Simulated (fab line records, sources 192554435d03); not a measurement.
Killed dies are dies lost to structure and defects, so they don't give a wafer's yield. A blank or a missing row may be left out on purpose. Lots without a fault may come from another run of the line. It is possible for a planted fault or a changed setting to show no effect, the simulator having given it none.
The tool behind it: which one? -- flow n5-finfet -- 8 lots, 24 wafers sampled, at 6 steps of a route of 1938

== WHAT EACH GAUGE READ, for each wafer ==
N5_BEOL_M4_RC_MEAS_101. Usual: DIBL_N 36.2 mV/V, standard deviation 1.6; DIBL_P 36.5 mV/V, standard deviation 1.9; IOFF_N 0.158 nA/um, standard deviation 0.027; IOFF_P 0.21 nA/um, standard deviation 0.038; ION_N 675 uA/um, standard deviation 12; ION_P 464 uA/um, standard deviation 8.9; SS_N 71.5 mV/dec, standard deviation 0.61; SS_P 73.4 mV/dec, standard deviation 0.59; VT_N 250.4 mV, standard deviation 3; VT_P -250 mV, standard deviation 3.6.
lot,measured,on,DIBL_N (mV/V),DIBL_P (mV/V),IOFF_N (nA/um),IOFF_P (nA/um),ION_N (uA/um),ION_P (uA/um),SS_N (mV/dec),SS_P (mV/dec),VT_N (mV),VT_P (mV),flag
L334,day 7 20:24,prober-01,37.7 36.3 38.5,38.5 36.5 39.0,0.175 0.146 0.194,0.26 0.22 0.27,683 676 683,474 472 468,72.3 71.1 72.0,74.0 73.0 74.1,251.0 251.9 247.4,-247 -250 -245,
L337,day 8 18:03,prober-02,34.7 36.7 35.4,34.0 37.3 35.1,0.134 0.164 0.147,0.16 0.21 0.17,658 661 650,450 457 446,70.6 71.9 71.8,72.6 73.3 72.7,253.2 253.0 254.2,-257 -250 -256,
L338,day 9 00:47,prober-02,37.8 37.4 35.7,36.5 37.5 34.7,0.156 0.165 0.122,0.20 0.21 0.17,672 676 653,455 462 452,70.3 71.3 70.5,73.7 73.5 72.9,252.7 248.5 254.3,-250 -248 -253,
L341,day 9 20:32,prober-01,37.5 39.8 36.0,36.6 38.7 34.4,0.156 0.211 0.128,0.18 0.21 0.16,666 682 651,452 453 437,71.0 72.3 71.1,73.1 73.9 73.0,250.0 246.5 256.1,-257 -255 -259,
L344,day 10 11:46,prober-01,34.9 36.5 38.2,35.8 37.3 39.0,0.142 0.175 0.209,0.19 0.20 0.25,671 691 705,463 464 474,70.5 70.8 72.8,73.5 73.8 73.6,251.0 245.7 246.5,-250 -251 -246,
L346,day 11 09:55,prober-02,36.5 35.6 36.6,35.8 35.8 36.3,0.149 0.133 0.158,0.23 0.24 0.24,669 668 687,466 473 477,72.0 71.4 71.9,73.0 73.2 73.9,250.0 252.2 248.9,-248 -245 -247,

== WHAT TOOL EACH LOT RAN ON (gives the tool, then ch and the chambers of the sampled wafers, and finally the start) ==
lot,N5_BEOL_M2_STRIP_19,N5_BEOL_M2_DESCUM_33,N5_BEOL_M2_ETCH_70,N5_BEOL_M2_VIA_ETCH_34,N5_BEOL_M2_STRIP_97
L334,"rie-diel-02 ch 0,1,3, day 6 15:07","rie-diel-04 ch 0,2,3, day 6 15:45","rie-diel-04 ch 1,2, day 6 18:07","rie-diel-04 ch 1,2, day 6 18:14","rie-diel-04 ch 1,2, day 7 20:24 or earlier"
L337,"rie-diel-04 ch 0,2,3, day 7 09:08","rie-diel-05 ch 0,2,3, day 7 09:43","rie-diel-05 ch 2,3, day 7 15:02","rie-diel-05 ch 2,3, day 7 15:09","rie-diel-05 ch 2,3, day 8 18:03 or earlier"
L338,"rie-diel-04 ch 1,3, day 7 16:07","rie-diel-02 ch 0,1,3, day 7 16:46","rie-diel-02 ch 0,2,3, day 7 19:10","rie-diel-02 ch 0,2,3, day 7 19:17","rie-diel-02 ch 0,2,3, day 9 00:47 or earlier"
L341,"rie-diel-02 ch 0,1,3, day 8 14:33","rie-diel-02 ch 0,2,3, day 8 15:11","rie-diel-02 ch 1,2,3, day 8 16:49","rie-diel-02 ch 1,2,3, day 8 16:55","rie-diel-02 ch 1,2,3, day 9 20:32 or earlier"
L344,"rie-diel-05 ch 0,1, day 9 04:03","rie-diel-02 ch 1,2,3, day 9 04:38","rie-diel-04 ch 0,2,3, day 9 12:20","rie-diel-04 ch 0,2,3, day 9 12:27","rie-diel-04 ch 0,2,3, day 10 11:46 or earlier"
L346,"rie-diel-04 ch 1,3, day 9 22:29","rie-diel-04 ch 1,3, day 9 23:00","rie-diel-04 ch 1,3, day 10 02:23","rie-diel-04 ch 1,3, day 10 02:29","rie-diel-04 ch 1,3, day 11 09:55 or earlier"
L353,"rie-diel-02 ch 0,2,3, day 11 19:58","rie-diel-05 ch 0,1,2, day 11 20:51","rie-diel-02 ch 0,3, day 12 03:08","rie-diel-02 ch 0,3, day 12 03:14","rie-diel-02 ch 0,3, day 18 15:58 or earlier"
L356,"rie-diel-04 ch 1,2, day 12 10:08","rie-diel-04 ch 0,2, day 12 10:38","rie-diel-04 ch 1,2,3, day 12 14:02","rie-diel-04 ch 1,2,3, day 12 14:09","rie-diel-04 ch 1,2,3, day 18 21:32 or earlier"
- N5_BEOL_M2_STRIP_19: strips in O2.
- N5_BEOL_M2_DESCUM_33: chemistry O2, time 7 s.
- N5_BEOL_M2_ETCH_70: etches SOC in N2/H2, target depth 80 nm, overetch 24 nm, time 130 s.
- N5_BEOL_M2_VIA_ETCH_34: etches the open film in C4F6/O2, target depth 69.4 nm, time 65.9 s.
- N5_BEOL_M2_STRIP_97: strips in N2/H2, time 10 s.

== AS READ BY THE TOOLS THEMSELVES (means over the sampled wafers that have a number; for cases with no such wafer, the mark the record gives instead) ==
N5_BEOL_M2_STRIP_19. Usual: drypump-motor-current-A 5.7 A, standard deviation 0.44; oes-product-au 0.83 a.u., standard deviation 0.097; rf-vpp-V 3.6 V, standard deviation 0.46; showerhead-plenum-p-Torr 2.11 Torr, standard deviation 0.066; throttle-valve-pct 16.51 %, standard deviation 0.23.
lot,tool,drypump-motor-current-A (A),oes-product-au (a.u.),rf-vpp-V (V),showerhead-plenum-p-Torr (Torr),throttle-valve-pct (%),flag
L334,rie-diel-02,5.6,0.86,3.4,2.09,16.43,
L337,rie-diel-04,5.8,0.69,3.3,2.09,16.66,
L338,rie-diel-04,6.1,0.78,3.7,2.16,16.66,
L341,rie-diel-02,5.6,0.82,4.0,2.09,16.48,
L344,rie-diel-05,5.7,0.88,3.7,2.04,16.51,
L346,rie-diel-04,6.1,0.77,3.6,2.16,16.69,
L353,rie-diel-02,5.9,0.78,3.7,2.10,16.50,
L356,rie-diel-04,5.6,0.91,4.1,2.07,16.42,

N5_BEOL_M2_DESCUM_33. Usual: drypump-motor-current-A 5.7 A, standard deviation 0.43; oes-product-au 0.82 a.u., standard deviation 0.091; rf-vpp-V 243.3 V, standard deviation 1.5; showerhead-plenum-p-Torr 2.10 Torr, standard deviation 0.071; throttle-valve-pct 20.27 %, standard deviation 0.2.
lot,tool,drypump-motor-current-A (A),oes-product-au (a.u.),rf-vpp-V (V),showerhead-plenum-p-Torr (Torr),throttle-valve-pct (%),flag
L334,rie-diel-04,5.8,0.71,243.0,2.09,20.34,
L337,rie-diel-05,5.8,0.84,244.1,2.14,20.39,
L338,rie-diel-02,5.6,0.84,243.3,2.09,20.20,
L341,rie-diel-02,5.9,0.81,244.3,2.11,20.21,
L344,rie-diel-02,5.7,0.84,243.7,2.15,20.18,
L346,rie-diel-04,6.1,0.76,243.6,2.15,20.47,
L353,rie-diel-05,6.0,0.88,241.8,2.07,20.38,
L356,rie-diel-04,5.6,0.93,242.1,2.03,20.05,

N5_BEOL_M2_ETCH_70. Usual: bias-w 150.0 W (standard deviation 0.47); chamber-pressure-mTorr 29.999 mTorr (standard deviation 0.027); drypump-motor-current-A 5.7 A (standard deviation 0.46); oes-product-au 0.61 a.u. (standard deviation 0.065); rf-vpp-V 524.3 V (standard deviation 2.5); showerhead-plenum-p-Torr 2.56 Torr (standard deviation 0.09); throttle-valve-pct 17.73 % (standard deviation 0.22).
lot,tool,bias-w (W),chamber-pressure-mTorr (mTorr),drypump-motor-current-A (A),oes-product-au (a.u.),rf-vpp-V (V),showerhead-plenum-p-Torr (Torr),throttle-valve-pct (%),flag
L334,rie-diel-04,149.8,29.993,5.6,0.57,523.2,2.54,17.78,
L337,rie-diel-05,150.3,29.988,5.7,0.61,527.1,2.69,17.88,
L338,rie-diel-02,149.8,30.002,5.9,0.61,524.5,2.56,17.56,
L341,rie-diel-02,150.2,29.987,5.7,0.63,526.2,2.62,17.55,
L344,rie-diel-04,149.8,29.987,5.8,0.57,523.4,2.53,17.62,
L346,rie-diel-04,150.2,30.007,6.1,0.56,525.6,2.60,17.80,
L353,rie-diel-02,-,-,-,-,-,-,-,OFF
L356,rie-diel-04,-,-,-,-,-,-,-,OFF

N5_BEOL_M2_VIA_ETCH_34. Usual: C4F6_flow_sccm 10.00 sccm, standard deviation 0.031; O2_flow_sccm 10.00 sccm, standard deviation 0.033; drypump-motor-current-A 5.7 A, standard deviation 0.45; mfc-ar-sccm 299.9 sccm, standard deviation 0.85; oes-product-au 0.84 a.u., standard deviation 0.092; rf-vpp-V 669 V, standard deviation 11; showerhead-plenum-p-Torr 2.85 Torr, standard deviation 0.095; throttle-valve-pct 30.64 %, standard deviation 0.2.
lot,tool,C4F6_flow_sccm (sccm),O2_flow_sccm (sccm),drypump-motor-current-A (A),mfc-ar-sccm (sccm),oes-product-au (a.u.),rf-vpp-V (V),showerhead-plenum-p-Torr (Torr),throttle-valve-pct (%),flag
L334,rie-diel-04,10.00,9.98,5.7,299.2,0.78,671,2.83,30.66,
L337,rie-diel-05,10.00,10.00,5.7,299.4,0.84,665,2.99,30.83,
L338,rie-diel-02,9.99,9.99,5.9,300.3,0.82,674,2.86,30.44,
L341,rie-diel-02,9.97,10.02,5.7,299.7,0.86,667,2.91,30.39,
L344,rie-diel-04,9.99,10.00,5.8,299.7,0.78,675,2.83,30.55,
L346,rie-diel-04,9.99,10.01,6.1,299.9,0.76,671,2.89,30.66,
L353,rie-diel-02,10.01,9.99,5.8,300.1,0.29,687,2.76,30.45,OFF
L356,rie-diel-04,10.05,10.03,5.9,299.6,0.31,670,2.85,30.54,OFF

N5_BEOL_M2_STRIP_97. Usual: drypump-motor-current-A 5.7 A, standard deviation 0.45; oes-product-au 0.84 a.u., standard deviation 0.092; rf-vpp-V 59.3 V, standard deviation 0.87; showerhead-plenum-p-Torr 2.56 Torr, standard deviation 0.09; throttle-valve-pct 23.58 %, standard deviation 0.26.
lot,tool,drypump-motor-current-A (A),oes-product-au (a.u.),rf-vpp-V (V),showerhead-plenum-p-Torr (Torr),throttle-valve-pct (%),flag
L334,rie-diel-04,5.6,0.78,59.0,2.53,23.50,
L337,rie-diel-05,5.6,0.83,58.8,2.68,23.71,
L338,rie-diel-02,5.9,0.82,59.7,2.56,23.38,
L341,rie-diel-02,5.7,0.86,59.5,2.61,23.38,
L344,rie-diel-04,5.8,0.78,59.1,2.53,23.38,
L346,rie-diel-04,6.1,0.76,59.0,2.60,23.64,
L353,rie-diel-02,5.8,0.75,58.3,2.46,23.52,
L356,rie-diel-04,5.9,0.83,59.0,2.55,23.54,

== THE ANSWER, worked out from the rows above alone ==
Rule: take the mean of a lot's wafers that have a number; if it is more than 3 standard deviations from the usual mean, the lot is off. Also off: a lot with no number at a reading for which 4 or more lots have one. Any other lot the step has rows for is counted as sound. First the gauges in route order, then the tools' own readings, where a lot's mean is used as printed above. At the first step where some lot is off, the reading lying furthest off is the one used; lots without a number count as furthest.
Off, at N5_BEOL_M2_ETCH_70 on bias-w: L353, L356. Without a number there: L353, L356.
A tool fits if, at that step or a process step before it, it ran every lot that is off, and no sound lot after the first of them. None of those tried fits.

== WHAT THE SIMULATOR HAD INSERTED ==
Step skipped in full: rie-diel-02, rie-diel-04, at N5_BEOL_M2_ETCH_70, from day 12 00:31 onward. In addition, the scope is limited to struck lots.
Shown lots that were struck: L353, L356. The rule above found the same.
